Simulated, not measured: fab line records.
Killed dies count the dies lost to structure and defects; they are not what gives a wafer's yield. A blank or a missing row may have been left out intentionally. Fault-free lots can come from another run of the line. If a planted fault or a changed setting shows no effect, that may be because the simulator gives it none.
One fault seen from 2 desks | flow n5Finfet | what lay behind the numbers comes last; until then each desk has only its own

== METROLOGY DESK ==
What the gauges read, lot by lot, whatever tool the lot ran on: means of the sampled wafers that have a number. Any lot whose mean is over 4 standard deviations away from the usual mean is out of limits and marked OUT; that distance is given in the brackets.
Columns: A = cdNm at N5_BEOL_M7_CD_MEAS_35, usual 40.0 nm
lot  | first seen here | A
L377 | day 8 20:54     | 39.9
L379 | day 9 08:06     | 40.3
L380 | day 9 23:10     | 39.8
L381 | day 10 06:55    | 40.3
L383 | day 10 10:41    | 39.5
L384 | day 11 02:19    | 40.3
L388 | day 13 00:48    | 41.1
L395 | day 13 23:51    | 39.6
L396 | day 14 03:49    | 40.4
L397 | day 14 06:38    | 40.5
L399 | day 15 09:15    | 40.4
This desk found nothing out of limits on any of the 11 lots.

== FOR THE TOOL OWNER'S DESK: rieDiel-05 ==
The tool's own readings at N5_BEOL_M7_ETCH_62 (etches SOC in N2/H2, target depth 110 nm, overetch 22 nm, time 165 s): means of the sampled wafers that have a number, for each lot that ran on this tool. Any lot whose mean is over 4 standard deviations away from the usual mean is out of limits and marked OUT; that distance is given in the brackets.
Columns: A = drypumpMotorCurrentA at N5_BEOL_M7_ETCH_62, usual 5.8 A; B = oesProductAu at N5_BEOL_M7_ETCH_62, usual 0.64 a.u.; C = rfVppV at N5_BEOL_M7_ETCH_62, usual 524.4 V; D = showerheadPlenumPTorr at N5_BEOL_M7_ETCH_62, usual 2.56 Torr; E = throttleValvePct at N5_BEOL_M7_ETCH_62, usual 17.93 %
lot  | first seen here | A   | B    | C     | D    | E
L377 | day 8 19:23     | 5.6 | 0.64 | 526.0 | 2.61 | 18.02
L381 | day 10 03:55    | 5.7 | 0.61 | 525.9 | 2.63 | 18.01
L388 | day 12 23:25    | 5.4 | 0.64 | 525.6 | 2.57 | 18.15
This desk found nothing out of limits on any of the 3 lots.

== PUT TOGETHER ==
From the metrology desk's view, nothing was out of limits.
Nothing out of limits was seen by the tool owner's desk.

== WHAT THE SIMULATOR HAD PUT IN ==
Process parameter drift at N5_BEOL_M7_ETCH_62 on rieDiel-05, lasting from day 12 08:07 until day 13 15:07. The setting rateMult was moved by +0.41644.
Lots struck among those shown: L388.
